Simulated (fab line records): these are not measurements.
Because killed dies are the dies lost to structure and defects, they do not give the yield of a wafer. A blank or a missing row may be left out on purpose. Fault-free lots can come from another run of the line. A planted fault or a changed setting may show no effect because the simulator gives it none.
Split-lot experiment :: flow n5-finfet :: 7 lots, 39 wafers read, on a route of 1938 steps

SPLIT DETAILS
At N5_SD_ACTIVATION_LSA_01 (time 0.0008 s), the setting temp-c was moved away from the recipe's 1080 C on 18 of the 39 wafers read, by -1.1% to +1.6%. All remaining wafers had this setting at the recipe value.

No step appears in the file between the split and the reading.

THE READING
Measured at N5_SD_ACTIVATION_RS_MEAS_03 by four-point probe: RS_SD_N, in ohm/sq. Typical for fault-free wafers on this fab line: 21.85 ohm/sq, with standard deviation 0.28 ohm/sq.

wafer: L074.1
tool, chamber at the split: laser-anneal-02, 0
temp-c as run, C: 1080
against the recipe: recipe
RS_SD_N, ohm/sq: 21.90
against lot-mates on the recipe: -

wafer: L074.2
tool, chamber at the split: laser-anneal-02, 0
temp-c as run, C: 1072
against the recipe: -0.7%
RS_SD_N, ohm/sq: 22.65
against lot-mates on the recipe: +0.89

wafer: L074.3
tool, chamber at the split: laser-anneal-02, 0
temp-c as run, C: 1072
against the recipe: -0.7%
RS_SD_N, ohm/sq: 22.86
against lot-mates on the recipe: +1.10

wafer: L074.4
tool, chamber at the split: laser-anneal-02, 0
temp-c as run, C: 1080
against the recipe: recipe
RS_SD_N, ohm/sq: 21.52
against lot-mates on the recipe: -

wafer: L074.5
tool, chamber at the split: laser-anneal-02, 0
temp-c as run, C: 1080
against the recipe: recipe
RS_SD_N, ohm/sq: 21.87
against lot-mates on the recipe: -

wafer: L074.6
tool, chamber at the split: laser-anneal-02, 0
temp-c as run, C: 1072
against the recipe: -0.7%
RS_SD_N, ohm/sq: 22.72
against lot-mates on the recipe: +0.96

wafer: L083.1
tool, chamber at the split: laser-anneal-02, 0
temp-c as run, C: 1070
against the recipe: -0.9%
RS_SD_N, ohm/sq: 22.75
against lot-mates on the recipe: +0.94

wafer: L083.2
tool, chamber at the split: laser-anneal-02, 0
temp-c as run, C: 1070
against the recipe: -0.9%
RS_SD_N, ohm/sq: 22.76
against lot-mates on the recipe: +0.95

wafer: L083.3
tool, chamber at the split: laser-anneal-02, 0
temp-c as run, C: 1080
against the recipe: recipe
RS_SD_N, ohm/sq: 21.88
against lot-mates on the recipe: -

wafer: L083.4
tool, chamber at the split: laser-anneal-02, 0
temp-c as run, C: 1080
against the recipe: recipe
RS_SD_N, ohm/sq: 21.89
against lot-mates on the recipe: -

wafer: L083.5
tool, chamber at the split: laser-anneal-02, 0
temp-c as run, C: 1070
against the recipe: -0.9%
RS_SD_N, ohm/sq: 23.02
against lot-mates on the recipe: +1.21

wafer: L083.6
tool, chamber at the split: laser-anneal-02, 0
temp-c as run, C: 1080
against the recipe: recipe
RS_SD_N, ohm/sq: 21.66
against lot-mates on the recipe: -

wafer: L086.1
tool, chamber at the split: laser-anneal-01, 0
temp-c as run, C: 1080
against the recipe: recipe
RS_SD_N, ohm/sq: 22.38
against lot-mates on the recipe: -

wafer: L086.2
tool, chamber at the split: laser-anneal-01, 0
temp-c as run, C: 1080
against the recipe: recipe
RS_SD_N, ohm/sq: 22.00
against lot-mates on the recipe: -

wafer: L086.3
tool, chamber at the split: laser-anneal-01, 0
temp-c as run, C: 1097
against the recipe: +1.6%
RS_SD_N, ohm/sq: 20.44
against lot-mates on the recipe: -1.74

wafer: L086.4
tool, chamber at the split: laser-anneal-01, 0
temp-c as run, C: 1097
against the recipe: +1.6%
RS_SD_N, ohm/sq: 20.16
against lot-mates on the recipe: -2.02

wafer: L086.5
tool, chamber at the split: laser-anneal-01, 0
temp-c as run, C: 1080
against the recipe: recipe
RS_SD_N, ohm/sq: 22.17
against lot-mates on the recipe: -

wafer: L086.6
tool, chamber at the split: laser-anneal-01, 0
temp-c as run, C: 1097
against the recipe: +1.6%
RS_SD_N, ohm/sq: 20.66
against lot-mates on the recipe: -1.52

wafer: L089.1
tool, chamber at the split: laser-anneal-02, 0
temp-c as run, C: 1069
against the recipe: -1.0%
RS_SD_N, ohm/sq: 23.75
against lot-mates on the recipe: +1.76

wafer: L089.2
tool, chamber at the split: laser-anneal-02, 0
temp-c as run, C: 1080
against the recipe: recipe
RS_SD_N, ohm/sq: 22.09
against lot-mates on the recipe: -

wafer: L089.3
tool, chamber at the split: laser-anneal-02, 0
temp-c as run, C: 1069
against the recipe: -1.0%
RS_SD_N, ohm/sq: 23.24
against lot-mates on the recipe: +1.25

wafer: L089.4
tool, chamber at the split: laser-anneal-02, 0
temp-c as run, C: 1069
against the recipe: -1.0%
RS_SD_N, ohm/sq: 23.11
against lot-mates on the recipe: +1.12

wafer: L089.5
tool, chamber at the split: laser-anneal-02, 0
temp-c as run, C: 1080
against the recipe: recipe
RS_SD_N, ohm/sq: 22.02
against lot-mates on the recipe: -

wafer: L089.6
tool, chamber at the split: laser-anneal-02, 0
temp-c as run, C: 1080
against the recipe: recipe
RS_SD_N, ohm/sq: 21.85
against lot-mates on the recipe: -

wafer: L091.1
tool, chamber at the split: laser-anneal-02, 0
temp-c as run, C: 1091
against the recipe: +1.0%
RS_SD_N, ohm/sq: 20.69
against lot-mates on the recipe: -0.88

wafer: L091.2
tool, chamber at the split: laser-anneal-02, 0
temp-c as run, C: 1080
against the recipe: recipe
RS_SD_N, ohm/sq: 21.52
against lot-mates on the recipe: -

wafer: L091.3
tool, chamber at the split: laser-anneal-02, 0
temp-c as run, C: 1091
against the recipe: +1.0%
RS_SD_N, ohm/sq: 20.40
against lot-mates on the recipe: -1.17

wafer: L091.4
tool, chamber at the split: laser-anneal-02, 0
temp-c as run, C: 1080
against the recipe: recipe
RS_SD_N, ohm/sq: 21.74
against lot-mates on the recipe: -

wafer: L091.5
tool, chamber at the split: laser-anneal-02, 0
temp-c as run, C: 1091
against the recipe: +1.0%
RS_SD_N, ohm/sq: 20.65
against lot-mates on the recipe: -0.92

wafer: L091.6
tool, chamber at the split: laser-anneal-02, 0
temp-c as run, C: 1080
against the recipe: recipe
RS_SD_N, ohm/sq: 21.45
against lot-mates on the recipe: -

wafer: L093.1
tool, chamber at the split: laser-anneal-02, 0
temp-c as run, C: 1080
against the recipe: recipe
RS_SD_N, ohm/sq: 21.75
against lot-mates on the recipe: -

wafer: L093.2
tool, chamber at the split: laser-anneal-02, 0
temp-c as run, C: 1068
against the recipe: -1.1%
RS_SD_N, ohm/sq: 23.33
against lot-mates on the recipe: +1.49

wafer: L093.3
tool, chamber at the split: laser-anneal-02, 0
temp-c as run, C: 1068
against the recipe: -1.1%
RS_SD_N, ohm/sq: 23.62
against lot-mates on the recipe: +1.78

wafer: L093.4
tool, chamber at the split: laser-anneal-02, 0
temp-c as run, C: 1080
against the recipe: recipe
RS_SD_N, ohm/sq: 21.76
against lot-mates on the recipe: -

wafer: L093.5
tool, chamber at the split: laser-anneal-02, 0
temp-c as run, C: 1080
against the recipe: recipe
RS_SD_N, ohm/sq: 22.00
against lot-mates on the recipe: -

wafer: L093.6
tool, chamber at the split: laser-anneal-02, 0
temp-c as run, C: 1068
against the recipe: -1.1%
RS_SD_N, ohm/sq: 23.27
against lot-mates on the recipe: +1.43

wafer: L095.1
tool, chamber at the split: laser-anneal-02, 0
temp-c as run, C: 1080
against the recipe: recipe
RS_SD_N, ohm/sq: 22.18
against lot-mates on the recipe: -

wafer: L095.3
tool, chamber at the split: laser-anneal-02, 0
temp-c as run, C: 1080
against the recipe: recipe
RS_SD_N, ohm/sq: 22.08
against lot-mates on the recipe: -

wafer: L095.4
tool, chamber at the split: laser-anneal-02, 0
temp-c as run, C: 1080
against the recipe: recipe
RS_SD_N, ohm/sq: 21.96
against lot-mates on the recipe: -

THE FIT
A straight line over all 39 wafers: RS_SD_N changes by -1.15 ohm/sq for each +1% of temp-c; r = -0.96; the points scatter about the line by 0.26 ohm/sq.
The same after taking each lot's own level away (the mean of its wafers on the recipe; 39 wafers): -1.19 ohm/sq for each +1%; r = -0.98; scatter 0.18 ohm/sq.
That fit puts the effect of the largest move of temp-c on the reading at 1.9 ohm/sq.
The span of the lots' own levels, 21.570 to 22.183 ohm/sq, comes to 2.2 times the standard deviation stated above.
So the lot-to-lot level changes the slope little: the two slopes agree.
Check: -1.82 ohm/sq against its lot-mates is what the line predicts for one of the wafers moved furthest among these (+1.6%) when that wafer is left out of the fit. Against them it came out at -1.74 ohm/sq.
Tool readings at the split's step, against how far the setting was moved: wafer_temp_C_max r = +0.98.

ADDITIONAL SPLITS CARRIED BY THESE WAFERS
Before the reading, these wafers also passed through other splits. Each is held against what the fit with the lots' levels taken away leaves over:
other split on the same wafers: N5_DUMMY_GATE_EXPOSE_12 dose-mj
wafers away from the commonest value: 18
r with RS_SD_N (lot level and that fit taken away): +0.36

other split on the same wafers: N5_DUMMY_GATE_ETCH_32 time-s
wafers away from the commonest value: 18
r with RS_SD_N (lot level and that fit taken away): -0.01

other split on the same wafers: N5_DUMMY_GATE_ETCH_42 bias-w
wafers away from the commonest value: 12
r with RS_SD_N (lot level and that fit taken away): -0.27

THE WHOLE CHAIN: every reading that the file lists as answering this split, in the file's order
step: N5_SD_ACTIVATION_LSA_01
what it does: time 0.0008 s
reading: wafer_temp_C_max
change (the file's fit): withheld for each +1% of the setting
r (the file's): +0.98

step: N5_SD_ACTIVATION_RS_MEAS_03
what it does: measures by four-point-probe
reading: RS_SD_N
change (the file's fit): -1.2 for each +1% of the setting
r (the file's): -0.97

THE FILE'S OWN FIT
RS_SD_N changes by -1.2 ohm/sq for each +1% of temp-c, r = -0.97.
